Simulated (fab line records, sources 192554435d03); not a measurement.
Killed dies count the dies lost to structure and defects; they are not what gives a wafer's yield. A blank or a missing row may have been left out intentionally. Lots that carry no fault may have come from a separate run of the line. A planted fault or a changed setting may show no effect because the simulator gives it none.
A struck lot beside a sound one	flow n5_finfet	45 out of 1938 route steps
Sound: wafers L630.1, L630.2, L630.6. Struck: wafers L637.1, L637.4 (left out: L637.6, a lot-mate that was not struck); the cause follows at the end.
Order at every step that has rows: each side's tool, ch and its chambers, its first start. Under that, the readings that differ: sound wafers	struck wafers	difference of the means	sigmas: that difference in standard deviations of wafers without a fault.
alike: words and numbers the same on both sides, and readings whose means are apart by under 2 such deviations; not compared: readings that were withheld, readings missing a value for some wafer, numbers with overlapping values and no deviation given by the record, and bounds like >300 which may hide the same value.
The two part at a step that has a row with sigmas, a row that says differs or no value, or rows on one side only. Non-overlapping numbers with no deviation appear without sigmas and do not part them. A reading that every wafer of one side lacks parts them only if that side has two wafers or more.

first, 1 step without rows for these wafers: N5_BEOL_M0_ECD_118 (material Cu, target thk 300 nm).
N5_BEOL_M0_ANNEAL_119: time 90 s.
  sound on rtp_anneal-02 ch 0, day 5 20:25; struck on rtp_anneal-01 ch 0, day 8 00:34
reading	sound	struck	difference	sigmas
wafer_temp_C_max	226.2 226.5 226.9	225.3 225.4	-1.2	-3
then, 1 step without rows for these wafers: N5_BEOL_M0_CMP_120 (polishes, stops on SiOC, t overpolish 6.9 s).
N5_BEOL_M0_PRE_CLEAN_131: time 15 s.
  sound on cvd_co-02 ch 0,2, day 5 21:08; struck on cvd_co-02 ch 1, day 8 01:12
reading	sound	struck	difference	sigmas
heater_power_w (W)	81 99 81	123 124	+36	+2
  alike: rf_fwd_power_W
N5_BEOL_M0_CO_CAP_123: material Co, precursor CCTBA/H2, target thk 2 nm, time 102.1 s.
  sound on cvd_co-02 ch 0,2, day 5 21:11; struck on cvd_co-02 ch 1, day 8 01:14
  alike: heater_power_w
then, 2 steps without rows for these wafers: N5_BEOL_M0_PRE_CLEAN_124 (time 15 s); N5_BEOL_M0_DEP_125 (deposits SiCN from 3MS/NH3, target thk 8 nm, time 14 s).
N5_BEOL_M0_RS_MEAS_126: measurement is done with a four-point probe.
  sound on film_metro-02 at day 5 21:25; struck on film_metro-02 at day 8 01:25
  alike: M0_RS
N5_BEOL_M0_INSPECT_127: inspects for defects (darkfield).
  sound on defect_inspect-02 at day 5 21:26; struck on defect_inspect-01 at day 8 01:27
  alike: raw_defect_count
then, 1 step without rows for these wafers: N5_BEOL_M1_ILD_DEP_00 (deposits SiOC from DEMS/O2, target thk 79 nm, time 15.3 s).
N5_BEOL_M1_THK_MEAS_01:
  sound on film_metro-01 at day 5 21:32; struck on film_metro-01 at day 8 01:33
  alike: M1_ILD_THK
N5_BEOL_M1_PECVD_72: deposits SiO2 from TEOS/O2, target thk 16 nm, time 18 s.
  sound on pecvd-01 ch 0,1,2, day 5 21:34; struck on pecvd-01 ch 0,2, day 8 01:35
reading	sound	struck	difference	sigmas
model.SiO2_of_BEOL_M1_PECVD_72.thk_nm (nm)	16 15.8 16.4	17.6 18.4	+1.9	
  alike: heater_power_w, rf_fwd_power_W, showerhead_plenum_p_Torr, throttle_valve_pct
N5_BEOL_M1_HM_DEP_02: deposits TiN, target thk 20 nm.
  sound on pvd_sputter-02 at day 5 23:17; struck on pvd_sputter-02 at day 8 03:01
  alike: throttle_valve_pct
then, 9 steps without rows for these wafers: N5_BEOL_M1_COAT_61 (time 60 s, resist thk 60 nm); N5_BEOL_M1_COAT_62 (time 60 s, resist thk 12 nm); N5_BEOL_M1_COAT_73 (time 60 s, resist thk 5 nm); N5_BEOL_M1_COAT_05 (resist thk 30 nm); N5_BEOL_M1_EBR_07; N5_BEOL_M1_SOFTBAKE_06 (time 60 s); N5_BEOL_M1_EXPOSE_08 (exposes mask M1); N5_BEOL_M1_PEB_09 (peb time 60 s); N5_BEOL_M1_DEVELOP_10 (develop time 30 s).
N5_BEOL_M1_CD_MEAS_11 targets a cd of 17.05 nm.
  sound on cd_sem-02 ch 0, day 5 23:41; struck on cd_sem-02 ch 0, day 8 03:24
  alike: cd_nm
N5_BEOL_M1_OVL_MEAS_12:
  sound on overlay-01 ch 0, day 5 23:43; struck on overlay-01 ch 0, day 8 03:26
  alike: M1_OVL
N5_BEOL_M1_INSPECT_13: inspects for defects (brightfield).
  sound on defect_inspect-01 at day 5 23:46; struck on defect_inspect-01 at day 8 03:29
  alike: raw_defect_count
then, 8 steps without rows for these wafers: N5_BEOL_M1_DESCUM_16 (chemistry O2, time 7 s); N5_BEOL_M1_ETCH_74 (etches underlayer in N2/H2, target depth 6.5 nm, time 5.2 s); N5_BEOL_M1_ETCH_63 (etches SiARC in CF4, target depth 15.6 nm, time 26 s); N5_BEOL_M1_ETCH_64 (etches SOC in N2/H2, target depth 75 nm, overetch 15 nm, time 112.5 s); N5_BEOL_M1_STRIP_65 (strips in N2/H2); N5_BEOL_M1_STRIP_75 (strips in N2/H2); N5_BEOL_M1_STRIP_66 (strips in CF4); N5_BEOL_M1_HM_OPEN_17 (chemistry Cl2/BCl3, target TiN, target depth 20 nm, overetch 6 nm).
N5_BEOL_M1_STRIP_19: strips in O2.
  sound on rie_diel-03 ch 0,2,3, day 6 00:10; struck on rie_diel-03 ch 1,2, day 8 03:59
  alike: drypump_motor_current_A, oes_product_au, rf_vpp_V, showerhead_plenum_p_Torr, throttle_valve_pct
  not compared: rf_hours_counter_h
N5_BEOL_M1_CD_MEAS_18: pitch 36 nm, target cd 18 nm.
  sound on cd_sem-01 at day 6 00:14; struck on cd_sem-01 at day 8 04:03
reading	sound	struck	difference	sigmas
cd_nm (nm)	18.5 17.9 18.0	17.4 17.5	-0.7	-2
then, 6 steps without rows for these wafers: N5_BEOL_M1_COAT_67 (time 60 s, resist thk 60 nm); N5_BEOL_M1_COAT_68 (time 60 s, resist thk 12 nm); N5_BEOL_M1_COAT_76 (time 60 s, resist thk 5 nm); N5_BEOL_M1_COAT_22 (resist thk 30 nm); N5_BEOL_M1_EBR_24; N5_BEOL_M1_SOFTBAKE_23 (time 60 s).
N5_BEOL_M1_HM_STRIP_39: strips TiN in peroxide tin strip, target depth 25 nm, time 158 s.
  sound on wet_bench-04 ch 1,2,3, day 6 03:30; struck on wet_bench-05 ch 0,4, day 8 06:07
reading	sound	struck	difference	sigmas
model.SiO2_of_BEOL_M1_PECVD_72.thk_nm (nm)	15.8 15.8 16.2	17.6 18.2	+2.0	
N5_BEOL_M1_CMP_52: polishes, stops on SiOC, t overpolish 6.8 s, target thk 40 nm.
  sound on cmp-02 ch 0,1, day 6 06:41; struck on cmp-03 ch 2,3, day 8 09:51
reading	sound	struck	difference	sigmas
barrier_field_endpoint_s (s)	24.2 25.2 25.1	26.6 28.8	+2.9	+4
  alike: motor_current_A, platen_rpm
N5_BEOL_M4_RC_MEAS_101:
  sound on prober-02 ch 0, day 7 16:16; struck on prober-02 ch 0, day 10 00:25
reading	sound	struck	difference	sigmas
DIBL_N (mV/V)	34.4 35.9 35.3	39.7 39.4	+4.4	+3
DIBL_P (mV/V)	34.6 36.8 36.3	41.3 41.2	+5.4	+2
IOFF_N (nA/um)	0.13 0.15 0.14	0.23 0.25	+0.10	+3
IOFF_P (nA/um)	0.19 0.22 0.21	0.28 0.29	+0.08	+2
ION_N (uA/um)	672 674 672	699 699	+26	+2
SS_N (mV/dec)	71.2 71.2 71.1	72.9 72.5	+1.5	+3
VT_N (mV)	251 251 248	244 242	-7	-2
  alike: ION_P, SS_P, VT_P
-- here the record skips 4 days between the struck wafers' starts before and after, leaving off in module BEOL_M4 and picking up in module PASSIVATION (first step shown: number 1936 of the route) --
N5_PASSIVATION_PROBE_49:
  sound on prober-02 at day 11 23:57; struck on prober-01 at day 14 03:17
reading	sound	struck	difference	sigmas
killed_at_contacts	20 27 15	5 5	-16	-2
  alike: defect_limited_yield, killed_at_M0_to_M3, killed_at_M4_up, killed_at_front_end, killed_at_other, killed_dies, killed_open, killed_short, sort_bin_5_function, sort_bin_6_memory, sort_bin_8_speed, sort_n_pass, sort_yield_pct

## WHERE THEY PART
Earliest at N5_BEOL_M0_ANNEAL_119; latest, in this record, at N5_PASSIVATION_PROBE_49.

WHY: what the simulator had put in
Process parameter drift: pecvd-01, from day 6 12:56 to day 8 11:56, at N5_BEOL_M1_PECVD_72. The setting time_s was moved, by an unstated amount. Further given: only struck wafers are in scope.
